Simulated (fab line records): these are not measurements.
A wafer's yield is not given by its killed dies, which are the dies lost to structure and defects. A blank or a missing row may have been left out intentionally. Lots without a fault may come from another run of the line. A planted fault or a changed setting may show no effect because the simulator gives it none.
Problem report, 8D (eight disciplines) form, completed by code / flow nand-harc / the parts of the form that need people (team, actions taken, sign-off) are left out

## 1. WHAT IS WRONG
At NHARC_A_CHANNEL_HOLE_D1_SOFTBAKE_05, heater-power-total-W averages 191.50 W over 6 wafers from 2 lots, while fault-free wafers read 188.44 W, standard deviation 0.13. Relative to the usual mean, that is a shift of +24 standard deviations.
The step: time 55 s.
First observed at day 15 04:00: wafer L681.2, on litho-track-04. At this step, 39 wafers from 13 lots have a number in the record. Rule for "out", or "out of limits": more than 4 standard deviations from the usual mean. Any other wafer with a number is counted as sound.

## 2. WHAT IT IS, AND WHAT IT ISN'T
question=which readings at this step | is=heater-power-total-W | is not=-
question=which lots | is=L681, L682 | is not=L666, L668, L669, L670, L671, L672, L679, L683, L685, L686, L687
question=which wafers of those lots | is=all that have a number | is not=-
question=read on which tools | is=litho-track-04 | is not=litho-track-01, litho-track-06
question=when | is=from day 15 04:00 | is not=up to then (21 sound wafers); but 12 sound wafers of L683, L685, L686, L687 came after

## 3. WHAT RULES OUT EACH SUSPECT
Counting: any tool at a process step up to the reading is kept as a suspect provided that every lot that is out went through it and no sound lot did after the first of them.
- litho-track-04 at NHARC_A_CHANNEL_HOLE_D1_SOFTBAKE_05 (time 55 s): kept. It ran every lot that is out, first L681 (day 15 04:00), and no sound lot after that; its last sound lot up to then is L679 (day 14 10:00). Its own readings are out on those wafers: heater-power-total-W.
Left after counting: litho-track-04 at NHARC_A_CHANNEL_HOLE_D1_SOFTBAKE_05.

## 4. THE CAUSE (what the simulator had put in)
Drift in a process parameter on litho-track-04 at NHARC_A_CHANNEL_HOLE_D1_SOFTBAKE_05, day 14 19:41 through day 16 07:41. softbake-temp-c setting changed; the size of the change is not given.
Counting left only this tool.

## 5. THE EFFECT CHAIN, in route order
Rows list readings where the struck wafers' mean (over those with a number) sits beyond 3 standard deviations from the usual. Only readings for which the record gives a usual standard deviation are gone through. hours: the time from each lot's start at the first step in this table that gives one to its start at this step, as a median over the lots. sigmas: the change in usual standard deviations.
hours=0; step=NHARC_A_CHANNEL_HOLE_D1_SOFTBAKE_05; reading=heater-power-total-W; usual=188.44 W; on struck wafers=191.50; change=+3.06; sigmas=+24
It contains these process steps:
- NHARC_A_CHANNEL_HOLE_D1_SOFTBAKE_05: time 55 s.
Later measuring or inspecting steps at which every struck wafer that the step has a row for has a number for every such reading, and none has moved that far: NHARC_A_CHANNEL_HOLE_D1_INSPECT_12.

## 6. WHAT WOULD HAVE CAUGHT IT SOONER
The fault began at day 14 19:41; the first out-of-limits reading in this record came at day 15 04:00, 8 hours later.
